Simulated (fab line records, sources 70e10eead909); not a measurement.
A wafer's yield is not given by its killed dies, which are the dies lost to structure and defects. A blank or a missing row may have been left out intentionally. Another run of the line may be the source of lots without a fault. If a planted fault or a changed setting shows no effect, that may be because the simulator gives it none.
Check for tools in common	flow nand-harc	Lots sampled 13, wafers sampled 39

== REASON FOR OPENING ==
At NHARC_A_DECK1_JOINT_THK_MEAS_17 the reading thk-nm is flagged on 2 of 13 lots. No-fault wafers: 45.2 nm, standard deviation 1.3.
Rule: a lot is flagged in two cases, either no wafer of it has a number, or all its wafers with numbers fall more than 4 standard deviations from that mean. The other lots count as sound.

lot	measured	on	thk-nm (nm), wafer by wafer	flag
L160	day 13 04:25	film-metro-01	43.5 45.3 44.1	
L158	day 13 04:25	film-metro-02	43.4 46.4 43.2	
L157	day 13 04:35	film-metro-01	46.1 45.3 44.6	
L159	day 13 04:35	film-metro-01	45.1 44.4 43.5	
L161	day 14 06:43	film-metro-01	43.7 42.7 45.7	
L167	day 16 13:26	film-metro-01	35.4 37.1 35.9	FLAGGED
L168	day 17 00:29	film-metro-01	35.5 36.0 37.6	FLAGGED
L172	day 18 07:01	film-metro-02	44.0 45.9 46.3	
L175	day 19 16:53	film-metro-02	44.3 45.1 44.8	
L176	day 20 06:16	film-metro-01	44.1 44.8 46.8	
L179	day 21 11:13	film-metro-01	44.7 46.8 44.8	
L178	day 21 17:54	film-metro-02	44.8 46.1 44.9	
L180	day 21 18:02	film-metro-02	44.0 45.5 46.0	
On average the flagged lots' numbers are 36.2 nm, which is -9.0 nm against the usual, or -7 standard deviations.

== WHICH TOOL RAN EACH LOT ==
Before the reading, the record contains 3 process steps out of a 1302-step route. Cell contents, in order: the tool; ch with the chambers the sampled wafers went through; the start.
lot	flag	NHARC_A_CHANNEL_FILL_D1_ALD_16	NHARC_A_DECK1_JOINT_CMP_02	NHARC_A_DECK1_JOINT_DEP_16
L160		ald-hk-02 ch 0,3, day 10 04:17	cmp-04 ch 1,2,3, day 13 03:48	pecvd-03 ch 0,2, day 13 04:08
L158		ald-hk-04 ch 0,1,2, day 9 20:34	cmp-03 ch 0,3, day 13 03:45	pecvd-04 ch 0,2, day 13 04:12
L157		ald-hk-01 ch 0,3, day 9 20:34	cmp-02 ch 2,3, day 13 03:45	pecvd-03 ch 0,1,2, day 13 04:23
L159		ald-hk-01 ch 0,3, day 10 07:44	cmp-04 ch 0,2, day 13 03:55	pecvd-04 ch 0,1,2, day 13 04:19
L161		ald-hk-01 ch 0,1,3, day 11 03:50	cmp-02 ch 0,1,2, day 14 05:58	pecvd-02 ch 0,1, day 14 06:21
L167	FLAGGED	ald-hk-04 ch 0,2,3, day 13 14:43	cmp-02 ch 0,2,3, day 16 12:47	pecvd-02 ch 1,2, day 16 13:09
L168	FLAGGED	ald-hk-02 ch 0,3, day 13 23:01	cmp-03 ch 0,2,3, day 16 23:52	pecvd-02 ch 0,2, day 17 00:16
L172		ald-hk-01 ch 0,1,2, day 15 10:07	cmp-03 ch 0,1,2, day 18 06:06	pecvd-04 ch 0,1, day 18 06:44
L175		ald-hk-04 ch 1,2,3, day 16 20:18	cmp-02 ch 0,1,2, day 19 16:16	pecvd-04 ch 0,1, day 19 16:38
L176		ald-hk-04 ch 0,2,3, day 17 02:37	cmp-04 ch 0,1,2, day 20 05:36	pecvd-03 ch 1,2, day 20 06:01
L179		ald-hk-04 ch 0,2,3, day 18 12:33	cmp-03 ch 2,3, day 21 10:25	pecvd-03 ch 1,2, day 21 10:49
L178		ald-hk-02 ch 0,1,3, day 18 20:48	cmp-02 ch 0,1,3, day 21 17:04	pecvd-02 ch 0,1,2, day 21 17:37
L180		ald-hk-01 ch 1,2,3, day 19 00:24	cmp-04 ch 1,2,3, day 21 17:02	pecvd-03 ch 1,2, day 21 17:40
What these steps do:
- NHARC_A_CHANNEL_FILL_D1_ALD_16: deposits SiO2, target thk 1.5 nm, pulse time 10 s, ald cycles 15.
- NHARC_A_DECK1_JOINT_CMP_02: polishes SiOx.
- NHARC_A_DECK1_JOINT_DEP_16: deposits SiO2, target thk 45 nm.
- NHARC_A_DECK1_JOINT_THK_MEAS_17: measures by ellipsometry.

== FLAGGED AGAINST TOTAL, ONE TOOL AT A TIME (gauges that did the reading follow at the end) ==
step	tool	lots run	flagged	share of the flagged lots	sound lots run after its first flagged lot
NHARC_A_CHANNEL_FILL_D1_ALD_16	ald-hk-01	5	0	none	-
NHARC_A_CHANNEL_FILL_D1_ALD_16	ald-hk-02	3	1	some	1 (L178)
NHARC_A_CHANNEL_FILL_D1_ALD_16	ald-hk-04	5	1	some	3 (L175,L176,L179)
NHARC_A_DECK1_JOINT_CMP_02	cmp-02	5	1	some	2 (L175,L178)
NHARC_A_DECK1_JOINT_CMP_02	cmp-03	4	1	some	2 (L172,L179)
NHARC_A_DECK1_JOINT_CMP_02	cmp-04	4	0	none	-
NHARC_A_DECK1_JOINT_DEP_16	pecvd-02	4	2	all	1 (L178)
NHARC_A_DECK1_JOINT_DEP_16	pecvd-03	5	0	none	-
NHARC_A_DECK1_JOINT_DEP_16	pecvd-04	4	0	none	-
NHARC_A_DECK1_JOINT_THK_MEAS_17	film-metro-01	8	2	all	2 (L176,L179)
NHARC_A_DECK1_JOINT_THK_MEAS_17	film-metro-02	5	0	none	-

== WHAT IS ALLOWED BY THE TABLE ==
pecvd-02 at NHARC_A_DECK1_JOINT_DEP_16 and film-metro-01 at NHARC_A_DECK1_JOINT_THK_MEAS_17 are the 2 rows of the table that ran each flagged lot.
- pecvd-02 at NHARC_A_DECK1_JOINT_DEP_16: 2 of its 4 lots flagged. Lots that were sound ran on it after the first flagged one (L178); a persistent fault on the entire tool would not allow that.
- film-metro-01 at NHARC_A_DECK1_JOINT_THK_MEAS_17: 2 of its 8 lots flagged. Lots that were sound ran on it after the first flagged one (L176, L179); a persistent fault on the entire tool would not allow that.
Every row of the table either missed a flagged lot or ran a sound lot after the first.

== WHAT THE SIMULATOR HAD INSERTED ==
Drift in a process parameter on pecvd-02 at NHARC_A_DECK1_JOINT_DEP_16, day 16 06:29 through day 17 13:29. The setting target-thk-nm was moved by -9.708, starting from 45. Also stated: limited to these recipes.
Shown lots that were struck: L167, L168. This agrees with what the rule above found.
